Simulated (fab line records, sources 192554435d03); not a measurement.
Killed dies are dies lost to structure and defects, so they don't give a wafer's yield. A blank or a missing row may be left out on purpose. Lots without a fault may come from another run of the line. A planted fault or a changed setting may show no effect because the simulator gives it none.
Chamber matching | flow n5_finfet | N5_BEOL_M8_CURE_75 on uv_cure-03: 3 sister chambers
The step cures SiCOH lowk, time 120 s. 3 wafers are shown with their chamber, then 7 later ones without.

WAFERS WITH THEIR CHAMBER
wafer  | chamber | wafer_temp_C_max
L087.6 | 0       | 372.5
L091.6 | 1       | 372.3
L092.3 | 2       | 371.8

WAFERS WITHOUT THEIR CHAMBER
wafer  | wafer_temp_C_max
L092.6 | 372.0
L095.1 | 373.3
L095.4 | 372.2
L095.5 | 371.7
L097.2 | 371.8
L097.3 | 371.8
L097.5 | 371.7

WHICH CHAMBER EACH WENT THROUGH
wafer  | from the rows above          | in truth
L092.6 | can't be placed: 2 or 1 or 0 | 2
L095.1 | can't be placed: 0 or 1      | 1
L095.4 | can't be placed: 1 or 0 or 2 | 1
L095.5 | can't be placed: 2 or 1      | 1
L097.2 | can't be placed: 2 or 1      | 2
L097.3 | can't be placed: 2 or 1      | 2
L097.5 | can't be placed: 2 or 1      | 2
Placed correctly: 0 of 7. Can't be placed from these rows: 7 (the true chamber is among the candidates in 7). Placed wrongly: 0.
How it was worked out, from the rows above alone: a wafer's distance from a chamber is the root of the sum, over the readings, of the square of ((its reading less the chamber's mean) divided by the reading's scatter). The wafer belongs to the nearest chamber; if the next one is less than 2 further off, it can't be placed. A chamber's mean is the mean of its shown wafers. The scatter: with one shown wafer a chamber, the root of the mean of the squares of how far each hidden wafer lies from its nearest shown one.
